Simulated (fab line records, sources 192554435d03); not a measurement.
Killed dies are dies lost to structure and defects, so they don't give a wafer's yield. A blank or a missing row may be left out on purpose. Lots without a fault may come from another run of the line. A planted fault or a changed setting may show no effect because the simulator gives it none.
fab line records | flow n5_finfet
record lots=6 wafers=18 last_day=17
route steps=1938 shown BEOL_M3@998 BEOL_M4@1021 PASSIVATION@1936
lots that met no fault: from a run of the same line without faults
start_h: hours from the record's first day to the start of the lot's first wafer shown | wait_h: hours since the lot's step before | " the same as in the row above | L1.1+2: a row that stands for several wafers | - no value, or no start given | * or withheld: withheld | < > ~ a bound
route shown NAME@n: a module of which the file shows steps, and the number in the route of the first | usual: mean/standard deviation of fault-free wafers | same: alike in all rows | chamber/n: place in a boat | sites: the reading at each site | _std_site: their standard deviation | _edge_site: outer sites' mean less inner sites' | radius_mm: how far each site lies from the wafer's centre | mask NAME#n: copy n | behind: the tool/chamber that last shaped the wafer | hold: why the lot was held/for how many hours/how that ended | device: the transistor (n, p or np) that didn't switch | end of line: the same wafers' tests at the end of the route | a step without rows: its recipe alone | killed: dies lost to structure and defects at the first sort, not the wafer's yield | map: a wafer's dies, x killed, . not, _ none there
set.NAME: the setting as run; set.NAME@STEP: as run at that earlier step | model.NAME: the simulator's own value behind a step, which no gauge read
lots at some steps of the route; a table a step, a row a wafer
services: from which hour (start_h, from the record's first day; less than 0 if before it) a tool's chamber was out of use, for how many hours, and why
## steps
# step N5_BEOL_M3_SPUTTER_81
# recipe material=Cu target_thk_a=45 temp_c=-20 chamber_pressure_pa=0.07 power_w=withheld time_s=8.29
# step N5_BEOL_M3_ANNEAL_82
# recipe temp_c=400 time_s=240 ambient=vacuum
# step N5_BEOL_M3_SPUTTER_86
# recipe material=Cu target_thk_a=45 temp_c=-20 chamber_pressure_pa=0.07 power_w=withheld time_s=8.29
# step N5_BEOL_M3_ANNEAL_87
# recipe temp_c=400 time_s=240 ambient=vacuum
# step N5_BEOL_M3_SPUTTER_88
# recipe material=Cu target_thk_a=45 temp_c=-20 chamber_pressure_pa=0.07 power_w=withheld time_s=8.29
# step N5_BEOL_M3_ANNEAL_89
# recipe temp_c=400 time_s=240 ambient=vacuum
# usual heater_power_w=856/120 susceptor_temp_C=400.01/0.24 susceptor_temp_C_max=401.0/0.38
# columns lot.wafer tool chamber start_h wait_h heater_power_w susceptor_temp_C susceptor_temp_C_max
L671.1 pvd_sputter-02 - 191.33 0.0 1158 399.34 400.0
L671.2 " - " " 807 400.11 401.4
L671.3 " - " " 731 400.18 401.5
L673.1 pvd_sputter-03 - 197.48 0.0 744 399.99 401.2
L673.4 " - " " 880 399.86 400.6
L673.6 " - " " 733 399.83 400.8
L676.4 pvd_sputter-02 - 229.64 0.0 771 399.82 401.2
L676.5 " - " " 753 400.32 401.6
L676.6 " - " " 786 400.20 401.3
L679.4 pvd_sputter-03 - 236.59 0.0 882 400.07 400.8
L679.5 " - " " 855 399.72 400.7
L679.6 " - " " 876 400.16 400.9
L685.2 pvd_sputter-03 - 274.13 0.0 862 400.09 401.0
L685.5 " - " " 759 399.96 400.8
L685.6 " - " " 878 400.56 401.5
L684.1 pvd_sputter-03 - 277.95 0.0 884 400.06 401.0
L684.2 " - " " 886 399.97 400.6
L684.6 " - " " 911 400.05 400.9
# step N5_BEOL_M3_SPUTTER_90
# recipe material=Cu target_thk_a=45 temp_c=-20 chamber_pressure_pa=0.07 power_w=withheld time_s=8.29
# step N5_BEOL_M3_ANNEAL_91
# recipe temp_c=400 time_s=240 ambient=vacuum
# usual heater_power_w=859/110 susceptor_temp_C=400.02/0.21 susceptor_temp_C_max=401.0/0.42
# columns lot.wafer tool chamber start_h wait_h heater_power_w susceptor_temp_C susceptor_temp_C_max
L671.1 pvd_sputter-02 - 191.55 0.0 1152 399.82 400.4
L671.2 " - " " 798 400.17 401.0
L671.3 " - " " 745 400.14 401.6
L673.1 pvd_sputter-03 - 197.70 0.0 747 399.91 400.8
L673.4 " - " " 914 399.77 400.6
L673.6 " - " " 772 400.08 401.0
L676.4 pvd_sputter-02 - 229.86 0.0 733 400.06 401.7
L676.5 " - " " 756 400.13 401.4
L676.6 " - " " 804 399.95 401.4
L679.4 pvd_sputter-03 - 236.81 0.0 876 400.01 400.9
L679.5 " - " " 873 399.82 401.1
L679.6 " - " " 900 399.79 400.6
L685.2 pvd_sputter-03 - 274.35 0.0 868 399.94 401.3
L685.5 " - " " 745 399.89 400.7
L685.6 " - " " 893 399.59 400.4
L684.1 pvd_sputter-03 - 278.17 0.0 887 399.80 400.8
L684.2 " - " " 902 400.54 401.4
L684.6 " - " " 899 400.11 400.9
# step N5_BEOL_M3_SPUTTER_92
# recipe material=Cu target_thk_a=45 temp_c=-20 chamber_pressure_pa=0.07 power_w=withheld time_s=8.29
# step N5_BEOL_M3_ANNEAL_93
# recipe temp_c=400 time_s=240 ambient=vacuum
# usual heater_power_w=856/110 susceptor_temp_C=399.97/0.21 susceptor_temp_C_max=401.0/0.35
# columns lot.wafer tool chamber start_h wait_h heater_power_w susceptor_temp_C susceptor_temp_C_max
L671.1 pvd_sputter-02 - 191.77 0.0 1127 400.02 400.7
L671.2 " - " " 816 400.26 401.8
L671.3 " - " " 732 400.08 401.3
L673.1 pvd_sputter-03 - 197.92 0.0 733 400.14 400.9
L673.4 " - " " 872 399.86 400.8
L673.6 " - " " 743 399.77 400.9
L676.4 pvd_sputter-02 - 230.08 0.0 722 399.79 401.6
L676.5 " - " " 740 400.03 401.1
L676.6 " - " " 814 399.99 401.3
L679.4 pvd_sputter-03 - 237.03 0.0 854 399.92 400.9
L679.5 " - " " 877 400.21 401.3
L679.6 " - " " 889 399.28 400.0
L685.2 pvd_sputter-03 - 274.57 0.0 890 400.09 401.5
L685.5 " - " " 750 399.84 400.9
L685.6 " - " " 872 400.08 400.8
L684.1 pvd_sputter-03 - 278.39 0.0 899 399.81 400.6
L684.2 " - " " 892 399.67 400.5
L684.6 " - " " 905 399.86 401.0
# step N5_BEOL_M3_SPUTTER_94
# recipe material=Cu target_thk_a=45 temp_c=-20 chamber_pressure_pa=0.07 power_w=withheld time_s=8.29
# step N5_BEOL_M3_ANNEAL_95
# recipe temp_c=400 time_s=240 ambient=vacuum
# step N5_BEOL_M3_SPUTTER_96
# recipe material=Cu target_thk_a=45 temp_c=-20 chamber_pressure_pa=0.07 power_w=withheld time_s=8.29
# usual susceptor_temp_C=-19.98/0.11 throttle_valve_pct=29.5/1.2
# columns lot.wafer tool chamber start_h wait_h susceptor_temp_C throttle_valve_pct
L671.1 pvd_sputter-02 - 192.13 0.1 -20.03 28.1
L671.2 " - " " -20.06 30.8
L671.3 " - " " -19.92 28.6
L673.1 pvd_sputter-03 - 198.28 0.1 -20.03 28.9
L673.4 " - " " -19.93 31.5
L673.6 " - " " -20.12 28.9
L676.4 pvd_sputter-02 - 230.44 0.1 -19.67 28.8
L676.5 " - " " -19.99 28.8
L676.6 " - " " -20.11 30.7
L679.4 pvd_sputter-03 - 237.39 0.1 -19.90 32.2
L679.5 " - " " -19.78 29.4
L679.6 " - " " -19.89 32.1
L685.2 pvd_sputter-03 - 274.93 0.1 -20.02 29.3
L685.5 " - " " -19.98 28.9
L685.6 " - " " -19.87 31.7
L684.1 pvd_sputter-03 - 278.75 0.1 -20.02 32.1
L684.2 " - " " -19.79 31.4
L684.6 " - " " -19.91 31.3
# step N5_BEOL_M3_ECD_50
# recipe material=Cu target_thk_a=3000
# step N5_BEOL_M3_ANNEAL_51
# recipe temp_c=225 time_s=90 ambient=N2
# usual anneal_temp_c=225.02/0.17 wafer_temp_C_max=226.3/0.42
# columns lot.wafer tool chamber start_h wait_h anneal_temp_c wafer_temp_C_max
L671.1 rtp_anneal-01 0 192.32 0.1 224.98 226.0
L671.2 " 0 " " 224.86 226.2
L671.3 " 0 " " 224.91 226.3
L673.1 rtp_anneal-01 0 198.57 0.2 225.10 226.0
L673.4 " 0 " " 225.06 225.9
L673.6 " 0 " " 224.92 226.1
L676.4 rtp_anneal-02 0 230.99 0.4 224.80 226.5
L676.5 " 0 " " 224.89 226.2
L676.6 " 0 " " 225.03 226.2
L679.4 rtp_anneal-02 0 237.72 0.2 225.29 226.3
L679.5 " 0 " " 225.15 226.2
L679.6 " 0 " " 225.10 226.7
L685.2 rtp_anneal-02 0 275.17 0.1 225.11 226.5
L685.5 " 0 " " 225.13 226.7
L685.6 " 0 " " 224.86 226.1
L684.1 rtp_anneal-02 0 278.95 0.1 225.14 226.7
L684.2 " 0 " " 225.22 227.1
L684.6 " 0 " " 225.13 227.0
# step N5_BEOL_M3_CMP_52
# recipe stop_on=SiOC t_overpolish_s=6.8 down_force_psi=1 platen_rpm=50 clearing_platen_down_force_psi=1.5 clearing_platen_rpm=50 post_cmp_clean=cu_alkaline target_thk_nm=40 clearing_platen_pad_velocity_m_s=0.99484 pad_velocity_m_s=0.99484
# step N5_BEOL_M3_PRE_CLEAN_60
# recipe gas=NH3/H2 time_s=15 temp_c=* rf_power_w=300
# usual heater_power_w=89/16 rf_fwd_power_W=296.3/1.3 susceptor_temp_C=*
# columns lot.wafer tool chamber start_h wait_h heater_power_w rf_fwd_power_W susceptor_temp_C
L671.1 cvd_co-01 1 192.95 0.0 118 297.3 *
L671.2 " 0 " " 77 294.1 *
L671.3 " 2 " " 85 297.1 *
L673.1 cvd_co-01 1 200.33 0.3 112 296.3 *
L673.4 " 0 " " 78 293.3 *
L673.6 " 1 " " 114 296.6 *
L676.4 cvd_co-02 0 231.50 0.1 73 295.4 *
L676.5 " 2 " " 74 297.2 *
L676.6 " 1 " " 101 297.2 *
L679.4 cvd_co-01 0 238.23 0.1 75 294.8 *
L679.5 " 1 " " 116 296.4 *
L679.6 " 2 " " 87 296.7 *
L685.2 cvd_co-01 1 275.76 0.0 116 297.3 *
L685.5 " 1 " " 115 295.1 *
L685.6 " 0 " " 79 294.4 *
L684.1 cvd_co-01 2 279.58 0.0 84 296.8 *
L684.2 " 0 " " 79 293.6 *
L684.6 " 1 " " 118 297.3 *
# step N5_BEOL_M3_CO_CAP_55
# recipe material=Co target_thk_a=20 temp_c=200 precursor=CCTBA/H2 pressure_torr=30 time_s=102.1
# step N5_BEOL_M3_PRE_CLEAN_56
# recipe gas=NH3 time_s=15 temp_c=withheld rf_power_w=300
# step N5_BEOL_M3_DEP_57
# recipe material=SiCN target_thk_a=80 temp_c=withheld precursor=3MS/NH3 pressure_torr=3 rf_w=202 time_s=14
# step N5_BEOL_M3_RS_MEAS_58
# recipe thk_meas_gauge=four-point-probe reads=Co_of_BEOL_M3_CO_CAP_55+Cu_of_BEOL_M3_ECD_50+Co_of_BEOL_M3_CVD_47+TaN_of_BEOL_M3_ALD_84
# usual M3_RS=0.68/0.034
# columns lot.wafer tool chamber start_h wait_h M3_RS[ohm/sq]
L671.1 film_metro-02 - 193.17 0.0 0.66
L671.2 " - " " 0.64
L671.3 " - " " 0.66
L673.1 film_metro-01 - 200.58 0.1 0.67
L673.4 " - " " 0.65
L673.6 " - " " 0.67
L676.4 film_metro-01 - 231.71 0.0 0.66
L676.5 " - " " 0.69
L676.6 " - " " 0.67
L679.4 film_metro-02 - 238.44 0.0 0.68
L679.5 " - " " 0.68
L679.6 " - " " 0.70
L685.2 film_metro-02 - 275.98 0.1 0.69
L685.5 " - " " 0.67
L685.6 " - " " 0.71
L684.1 film_metro-02 - 279.80 0.0 0.74
L684.2 " - " " 0.76
L684.6 " - " " 0.67
# step N5_BEOL_M4_ILD_DEP_00
# recipe material=SiOC target_thk_a=790 temp_c=350 precursor=DEMS/O2 pressure_torr=5 rf_w=500 time_s=15.3
# step N5_BEOL_M4_THK_MEAS_01
# recipe reads=SiOC_of_BEOL_M4_ILD_DEP_00
# usual M4_ILD_THK=79.2/1.3
# columns lot.wafer tool chamber start_h wait_h M4_ILD_THK[nm]
L671.1 film_metro-01 - 193.30 0.0 78.1
L671.2 " - " " 80.2
L671.3 " - " " 79.9
L673.1 film_metro-02 - 200.71 0.0 79.6
L673.4 " - " " 80.5
L673.6 " - " " 82.5
L676.4 film_metro-01 - 231.84 0.0 78.5
L676.5 " - " " 77.9
L676.6 " - " " 80.7
L679.4 film_metro-02 - 238.57 0.0 78.5
L679.5 " - " " 79.6
L679.6 " - " " 80.5
L685.2 film_metro-01 - 276.11 0.1 77.8
L685.5 " - " " 79.5
L685.6 " - " " 78.0
L684.1 film_metro-01 - 279.93 0.0 77.3
L684.2 " - " " 76.8
L684.6 " - " " 77.7
# step N5_BEOL_M4_PECVD_72
# recipe material=SiO2 target_thk_a=160 temp_c=400 precursor=TEOS/O2 pressure_torr=5.5 rf_w=450 teos_flow_sccm=53.8 gas=O2 flow_sccm=3000 time_s=18
# step N5_BEOL_M4_HM_DEP_02
# recipe material=TiN target_thk_a=200 temp_c=25 chamber_pressure_pa=0.49996
# step N5_BEOL_M4_COAT_61
# recipe resist=SOC temp_c=250 time_s=60 spin_rpm=1500 resist_thk_nm=60
# step N5_BEOL_M4_COAT_62
# recipe resist=SiARC temp_c=220 time_s=60 spin_rpm=1500 resist_thk_nm=12
# step N5_BEOL_M4_COAT_73
# recipe resist=underlayer temp_c=205 time_s=60 spin_rpm=1500 resist_thk_nm=5
# step N5_BEOL_M4_COAT_05
# recipe resist=CAR-EUV spin_rpm=1500 resist_thk_nm=30
# step N5_BEOL_M4_EBR_07
# recipe solvent=PGMEA ebr_width_mm=1.5
# step N5_BEOL_M4_SOFTBAKE_06
# recipe temp_c=110 time_s=60 resist=CAR-EUV
# step N5_BEOL_M4_EXPOSE_08
# recipe mask_id=M4 na=0.33 source_shape=dipole sigma_inner=0.369 sigma_outer=0.767 polarization=unpolarized dose_mj=41.25
# step N5_BEOL_M4_PEB_09
# recipe peb_temp_c=100 peb_time_s=60 resist=CAR-EUV
# step N5_BEOL_M4_DEVELOP_10
# recipe develop_time_s=30 developer=TMAH resist=CAR-EUV rinse_liquid=surfactant_rinse dry=air_spin dev_temp_c=23
# step N5_BEOL_M4_CD_MEAS_11
# recipe target_cd_nm=16.79 landing_energy_ev=500 detector=se_inlens polarity=opening
# usual cd_nm=16.80/0.26
# columns lot.wafer tool chamber start_h wait_h cd_nm
L671.1 cd_sem-01 0 193.92 - 16.59
L671.2 " 0 " " 16.62
L671.3 " 0 " " 16.83
L673.1 cd_sem-03 0 202.64 - 17.25
L673.4 " 0 " " 16.54
L673.6 " 0 " " 16.82
L676.4 cd_sem-01 0 233.00 - 16.80
L676.5 " 0 " " 17.39
L676.6 " 0 " " 17.07
L679.4 cd_sem-02 0 239.33 - 16.53
L679.5 " 0 " " 16.74
L679.6 " 0 " " 16.76
L685.2 cd_sem-01 0 276.79 - 16.59
L685.5 " 0 " " 16.52
L685.6 " 0 " " 16.83
L684.1 cd_sem-03 0 282.66 - 16.64
L684.2 " 0 " " 16.30
L684.6 " 0 " " 16.53
# step N5_BEOL_M4_OVL_MEAS_12
# recipe points_per_wafer=522
# usual M4_OVL=0.3/0.69
# columns lot.wafer tool chamber start_h wait_h M4_OVL[nm]
L671.1 overlay-02 0 193.95 0.0 -0.3
L671.2 " 0 " " -0.5
L671.3 " 0 " " 0.1
L673.1 overlay-01 0 202.67 0.0 0.2
L673.4 " 0 " " 0.3
L673.6 " 0 " " 1.2
L676.4 overlay-02 0 233.04 0.0 -0.9
L676.5 " 0 " " 0.7
L676.6 " 0 " " -0.3
L679.4 overlay-01 0 239.37 0.0 0.0
L679.5 " 0 " " -0.5
L679.6 " 0 " " 0.0
L685.2 overlay-02 0 276.83 0.0 0.7
L685.5 " 0 " " -0.9
L685.6 " 0 " " 0.6
L684.1 overlay-01 0 282.70 0.0 -1.0
L684.2 " 0 " " 0.6
L684.6 " 0 " " 1.5
# step N5_BEOL_M4_DESCUM_16
# recipe chemistry=O2 time_s=7 source_power_w=50 bias_power_w=20 pressure_mtorr=20 rf_frequency_hz=2.712e+07 temp_c=40 resist=CAR-EUV o2_flow_sccm=225
# step N5_BEOL_M4_ETCH_74
# recipe chemistry=N2/H2 target=underlayer target_depth_a=65 mask_material=CAR-EUV time_s=5.2 ion_energy_ev=200 pressure_mtorr=30 source_w=840 bias_w=150 n2_flow_sccm=200 h2_flow_sccm=200 ends=cleared
# step N5_BEOL_M4_ETCH_63
# recipe chemistry=CF4 target=SiARC target_depth_a=156 mask_material=CAR-EUV time_s=26 ion_energy_ev=80 pressure_mtorr=40 source_w=545 bias_w=36 Ar_flow_sccm=100 cf4_flow_sccm=100 ends=cleared
# step N5_PASSIVATION_PROBE_49
# usual defect_limited_yield=91.4/1.4 killed_at_M0_to_M3=33/10 killed_at_M4_up=14/6.1 killed_at_contacts=14/6.1 killed_at_front_end=38/9.7 killed_at_other=3.1/2.9 killed_dies=102/17 killed_open=67/13 killed_short=32/8 sort_bin_5_function=5.1/0.94 sort_bin_6_memory=3.2/0.68 sort_bin_8_speed=0.02/0.17 sort_n_pass=1078/17 sort_yield_pct=91.3/1.5
# same gross_dies=1180 killed_at_back_side=0 sort_bin_4_leakage[%]=0
# columns lot.wafer tool chamber start_h wait_h defect_limited_yield[%] killed_at_M0_to_M3 killed_at_M4_up killed_at_contacts killed_at_front_end killed_at_other killed_dies killed_open killed_short sort_bin_5_function[%] sort_bin_6_memory[%] sort_bin_8_speed[%] sort_n_pass sort_yield_pct[%]
L671.1 prober-01 - 310.29 0.0 89.7 31 22 20 44 5 122 88 32 5.8 4.0 0.59 1051 89.1
L671.2 prober-01 - 310.34 0.1 90.9 27 18 22 37 3 107 77 28 5.5 3.4 0 1073 90.9
L671.3 prober-01 - 310.39 0.1 90.4 27 32 18 35 1 113 86 25 5.5 3.6 0 1067 90.4
L673.1 prober-01 - 322.83 0.0 91.4 30 24 10 37 0 101 69 27 4.7 3.5 0 1079 91.4
L673.4 prober-01 - 322.98 0.2 92.2 27 17 12 32 4 92 60 29 4.3 3.1 0 1088 92.2
L673.6 prober-01 - 323.08 0.3 89.6 33 34 12 42 2 123 86 33 6.2 3.7 0 1057 89.6
L676.4 prober-02 - 352.26 0.2 89.9 35 14 22 45 3 119 87 31 5.9 3.8 0 1061 89.9
L676.5 prober-02 - 352.31 0.2 89.6 37 14 31 41 0 123 86 36 6.4 3.6 0 1057 89.6
L676.6 prober-02 - 352.36 0.3 91.1 24 24 20 37 0 105 68 34 4.9 3.6 0 1075 91.1
L679.4 prober-02 - 373.17 0.2 92.1 25 14 17 33 4 93 55 30 4.0 2.9 0 1087 92.1
L679.5 prober-02 - 373.22 0.2 92.8 40 12 8 23 2 85 54 25 3.8 2.5 0 1095 92.8
L679.6 prober-02 - 373.27 0.3 91.1 63 7 10 24 1 105 62 43 5.1 3.4 0 1075 91.1
L685.2 prober-01 - 395.55 0.1 78.8 185 6 17 36 6 250 64 27 11.4 5.3 0 930 78.8
L685.5 prober-01 - 395.70 0.2 81.4 180 9 9 19 2 219 51 22 9.9 3.9 0.08 960 81.4
L685.6 prober-01 - 395.75 0.3 85.2 118 15 4 36 2 175 55 29 7.6 3.5 0 1005 85.2
L684.1 prober-02 - 408.85 0.0 82.1 166 12 21 12 0 211 41 19 10.3 2.5 0 969 82.1
L684.2 prober-02 - 408.90 0.1 84.7 126 13 13 28 1 181 65 29 9.1 3.4 0 999 84.7
L684.6 prober-02 - 409.10 0.3 85.8 111 16 8 31 2 168 65 15 8.4 2.5 0 1012 85.8
# killed by level:class
L671.1 MOL_CONTACT_COAG:geometric_particle:open=17 FIN_SAQP:geometric_particle:open=9 STI_FIN_REVEAL:geometric_particle:open=9 BEOL_M3:geometric_particle:open=9 BEOL_M4:geometric_particle:open=8 BEOL_M0_SAQP:geometric_particle:short=7 DUMMY_GATE:geometric_particle:open=6 FIN_SAQP:geometric_particle:short=5
L671.2 MOL_CONTACT_COAG:geometric_particle:open=14 STI_FIN_REVEAL:geometric_particle:open=11 BEOL_M4:geometric_particle:open=10 FIN_SAQP:geometric_particle:open=8 MOL_CONTACT_COAG:geometric_particle:short=8 BEOL_M1:geometric_particle:open=7 BEOL_M3:geometric_particle:open=7 BEOL_M0_SAQP:geometric_particle:open=5
L671.3 BEOL_M4:geometric_particle:open=21 MOL_CONTACT_COAG:geometric_particle:open=13 BEOL_M1:geometric_particle:open=8 FIN_SAQP:geometric_particle:open=7 STI_FIN_REVEAL:geometric_particle:open=7 BEOL_M3:geometric_particle:open=7 GATE_CUT:geometric_particle:short=5 MOL_CONTACT_COAG:geometric_particle:short=5
L673.1 FIN_SAQP:geometric_particle:short=9 MOL_CONTACT_COAG:geometric_particle:open=9 BEOL_M4:geometric_particle:open=9 BEOL_M3:geometric_particle:open=8 BEOL_M1:geometric_particle:open=6 FIN_SAQP:geometric_particle:open=5 STI_FIN_REVEAL:geometric_particle:open=5 BEOL_M2:geometric_particle:open=5
L673.4 MOL_CONTACT_COAG:geometric_particle:open=10 BEOL_M3:geometric_particle:open=8 FIN_SAQP:geometric_particle:open=6 BEOL_M4:geometric_particle:open=6 STARTING-WAFER:geometric_particle:short=5 STI_FIN_REVEAL:geometric_particle:open=4 GATE_CUT:geometric_particle:short=4 BEOL_M0_SAQP:geometric_particle:short=4
L673.6 BEOL_M4:geometric_particle:open=22 MOL_CONTACT_COAG:geometric_particle:open=10 FIN_SAQP:geometric_particle:short=8 BEOL_M1:geometric_particle:open=7 STI_FIN_REVEAL:geometric_particle:open=7 BEOL_M0_SAQP:geometric_particle:open=7 FIN_SAQP:geometric_particle:open=6 BEOL_M0_SAQP:geometric_particle:short=5
L676.4 MOL_CONTACT_COAG:geometric_particle:open=19 BEOL_M1:geometric_particle:open=12 GATE_CUT:geometric_particle:open=9 FIN_SAQP:geometric_particle:open=8 FIN_SAQP:geometric_particle:short=7 BEOL_M3:geometric_particle:open=7 DUMMY_GATE:geometric_particle:open=6 BEOL_M2:geometric_particle:open=5
L676.5 MOL_CONTACT_COAG:geometric_particle:open=22 STI_FIN_REVEAL:geometric_particle:open=12 FIN_SAQP:geometric_particle:short=10 DUMMY_GATE:geometric_particle:open=9 MOL_CONTACT_COAG:geometric_particle:short=9 BEOL_M0_SAQP:geometric_particle:open=7 BEOL_M3:geometric_particle:open=6 BEOL_M4:geometric_particle:open=5
L676.6 MOL_CONTACT_COAG:geometric_particle:open=17 STI_FIN_REVEAL:geometric_particle:open=10 FIN_SAQP:geometric_particle:short=9 BEOL_M4:geometric_particle:open=8 BEOL_M2:geometric_particle:open=7 BEOL_M0_SAQP:geometric_particle:open=6 BEOL_M4:geometric_particle:short=6 STI_FIN_REVEAL:geometric_particle:short=4
L679.4 MOL_CONTACT_COAG:geometric_particle:open=14 BEOL_M4:geometric_particle:open=9 HKMG_FIN:area_etch=7 BEOL_M3:geometric_particle:open=6 STARTING-WAFER:geometric_particle:short=5 FIN_SAQP:geometric_particle:open=4 BEOL_M0_SAQP:geometric_particle:short=4 BEOL_M1:geometric_particle:open=4
L679.5 BEOL_M2:geometric_particle:open=13 BEOL_M0_SAQP:geometric_particle:short=7 MOL_CONTACT_COAG:geometric_particle:open=6 BEOL_M0_SAQP:geometric_particle:open=6 HKMG_FIN:area_etch=5 BEOL_M2:geometric_particle:short=4 BEOL_M6:geometric_particle:open=4 DUMMY_GATE:geometric_particle:open=3
L679.6 BEOL_M0_SAQP:geometric_particle:open=27 BEOL_M0_SAQP:geometric_particle:short=17 MOL_CONTACT_COAG:geometric_particle:open=8 BEOL_M1:geometric_particle:open=6 BEOL_M2:geometric_particle:open=6 FIN_SAQP:geometric_particle:open=4 BEOL_M3:geometric_particle:short=4 STARTING-WAFER:geometric_particle:short=4
L685.2 BEOL_M3:unspecified=153 MOL_CONTACT_COAG:geometric_particle:open=14 STI_FIN_REVEAL:geometric_particle:open=8 BEOL_M3:geometric_particle:open=7 BEOL_M1:geometric_particle:open=6 BEOL_M0:geometric_particle:open=6 FIN_CUT:area_etch=6 GATE_CUT:geometric_particle:short=5
L685.5 BEOL_M3:unspecified=145 BEOL_M1:geometric_particle:open=10 BEOL_M3:geometric_particle:open=8 MOL_CONTACT_COAG:geometric_particle:open=6 BEOL_M0_SAQP:geometric_particle:short=4 BEOL_M4:geometric_particle:open=4 STI_FIN_REVEAL:geometric_particle:open=3 MOL_CONTACT_COAG:geometric_particle:short=3
L685.6 BEOL_M3:unspecified=81 BEOL_M0_SAQP:geometric_particle:open=9 FIN_CUT:area_etch=9 BEOL_M2:geometric_particle:open=8 FIN_SAQP:geometric_particle:short=7 BEOL_M0_SAQP:geometric_particle:short=7 BEOL_M4:geometric_particle:open=7 BEOL_M3:geometric_particle:short=6
L684.1 BEOL_M3:unspecified=150 MOL_CONTACT_COAG:geometric_particle:open=13 MOL_CONTACT_COAG:geometric_particle:short=8 BEOL_M0_SAQP:geometric_particle:open=5 BEOL_M4:geometric_particle:open=4 STI_FIN_REVEAL:geometric_particle:open=3 STARTING-WAFER:geometric_particle:open=3 BEOL_M2:geometric_particle:open=3
L684.2 BEOL_M3:unspecified=85 BEOL_M0_SAQP:geometric_particle:open=15 MOL_CONTACT_COAG:geometric_particle:open=11 STI_FIN_REVEAL:geometric_particle:open=7 BEOL_M0_SAQP:geometric_particle:short=7 BEOL_M3:geometric_particle:open=7 GATE_CUT:geometric_particle:short=4 BEOL_M1:geometric_particle:open=4
L684.6 BEOL_M3:unspecified=85 BEOL_M5:geometric_particle:open=8 MOL_CONTACT_COAG:geometric_particle:open=7 BEOL_M0_SAQP:geometric_particle:short=7 BEOL_M0_SAQP:geometric_particle:open=7 BEOL_M3:geometric_particle:open=7 FIN_SAQP:geometric_particle:open=6 BEOL_M4:geometric_particle:open=6
# map L684.1 (x killed, . not)
_________________xxxxx.x.....________________
______________xxxx.xxxx.x......x_____________
___________..xxxxxxxxxx.xx....x....__________
__________..xxxxxxxxxxxxxx.........._________
________...xxxxxxxxxxxxxxxx.....x....._______
_______....xxxxxxxxxxxxxxxx............______
______.....xxxxxxxxxxxxxx..............._____
_____......xxxxxxxxxxxxxxx...............____
____......xx.xxxxxxxxxxxx.x...............___
___.xx....x.xxxxxxxxxxx.x.x..x.............__
___..........xxxxxxxxxx......xx............__
__.............xxx.x.x..xx.x..............x._
__............x..xxxxx.....................x_
_..............x...x.....................x.xx
_........x......x............................
_............................................
_........................x...x.......x....xx.
_........x.................x.............x.x.
_......x..x...........x......................
_x...........x.........................x.....
_...........x.............x...........x......
__.......x................x...x............._
__..............x.x....................x...._
___x............x..x..............x........__
___........................................__
____.........x.............x..............___
_____...............x.x...............x..____
______.......x.........................._____
_______........x...............x.......______
________.............................._______
__________.........................._________
___________......................x.__________
______________..............x..._____________
_________________.........x..________________
# map L685.2 (x killed, . not)
_________________.......x....________________
______________.x.....x.........._____________
___________...........xx...........__________
__________..x......................._________
________...........x.........x....x..._______
_______..x.....x.............x.xx...x..______
______......x.....x...x..........xx.x..._____
_____..........x...............xxxxxxxxx.____
____.....x..x................xxxxxxxxxxx..___
___...........................xxxxxxxxxxxxx__
___...........x..........x..xxxxxxxxxxxxxxx__
__......x.........x.........xxxxxxxxxxxxxxxx_
__........................x..xxxxxxxxxxxxxx._
_...x.............x.......x.xxxxxxxxxxxxxxxx.
_....................x.....x.xxxxxxxxxxxxxxx.
_........xx................x.xxxxxxxxxxxxxx..
_....x..........x.............xxxxxxxxxxxx...
_..........x....x..x...........xxxxxxx.xxx..x
_................xx..............x...x..xx.x.
_.x........x.........x..............x........
_x.........x..x..............................
__xx....xx.................................x_
__..........xx..x.............x............._
___x....x....x.........x...................__
___...................x.....x..............__
____...................x.............x..x.___
_____....x...x...........x.x.........x...____
______...xx......x.xx..x.x.............x_____
_______..................x...x.x..x....______
________.x.......x.............x......_______
__________.....x...................._________
___________....xx.x................__________
______________xx....x..........x_____________
_________________....x.....x.________________
## services
# columns tool chamber start_h hours kind
cvd_co-01 - 171.50 0.3 repair
cvd_co-01 - 193.43 6.9 pm
## key
first_sign step=N5_PASSIVATION_PROBE_49 reading=killed_at_M0_to_M3 direction=up sigmas=11 usual=33 struck=148
effect step=N5_PASSIVATION_PROBE_49 reading=defect_limited_yield direction=down sigmas=5.8 usual=91.4 struck=83.0
more_kills_born_at N5_BEOL_M3_SPUTTER_96@pvd_sputter-03=699
met_at N5_BEOL_M3_SPUTTER_96
struck_wafers L684.1,L684.2,L684.6,L685.2,L685.5,L685.6
onset_between 237.39 274.93
also_fits time
fault kind=chamber_particle_source tool=pvd_sputter-03 chamber=- onset_h=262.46 steps=N5_BEOL_M3_SPUTTER_96 rate_per_visit_cm2=2.1651 end_h=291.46
